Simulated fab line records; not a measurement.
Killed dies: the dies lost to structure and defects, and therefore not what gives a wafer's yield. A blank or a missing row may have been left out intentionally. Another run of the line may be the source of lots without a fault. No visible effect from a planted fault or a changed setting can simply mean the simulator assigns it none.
Matching of chambers ; flow nand-harc ; 4 sister chambers for NHARC_A_STAIRCASE_TRIM_229 on rie-diel-02
The step chemistry O2, time 211.2 s. 4 wafers are shown with their chamber, then 10 later ones without.

== WAFERS WITH THEIR CHAMBER ==
wafer;chamber;showerhead-plenum-p-Torr (Torr)
L077.6;1;3.71
L086.5;3;3.32
L092.1;0;3.32
L092.3;2;3.45

== WAFERS WHOSE CHAMBER IS MISSING ==
wafer;showerhead-plenum-p-Torr (Torr)
L092.4;3.69
L089.3;3.69
L089.5;3.32
L089.6;3.69
L093.1;3.32
L093.3;3.44
L093.4;3.69
L097.1;3.32
L097.3;3.32
L097.4;3.32

== EACH ONE'S CHAMBER ==
wafer;from the rows above;in truth
L092.4;1;1
L089.3;1;1
L089.5;can't be placed: 0 or 3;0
L089.6;1;1
L093.1;can't be placed: 0 or 3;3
L093.3;2;2
L093.4;1;1
L097.1;can't be placed: 0 or 3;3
L097.3;can't be placed: 0 or 3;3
L097.4;can't be placed: 0 or 3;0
Correct placement for 5 of the 10. Not placeable from these rows: 5 (in 5, the candidates include the true chamber). Number placed wrongly: 0.
How it was worked out, from the rows above alone: a wafer's distance from a chamber is the root of the sum, over the readings, of the square of ((its reading less the chamber's mean) divided by the reading's scatter). If the next closest chamber is less than 2 further off than the closest, the wafer can't be placed; otherwise it belongs to the closest. A chamber's mean is the mean of its shown wafers. The scatter: root of mean squared gap, hidden wafer to nearest shown wafer, with one shown wafer a chamber.
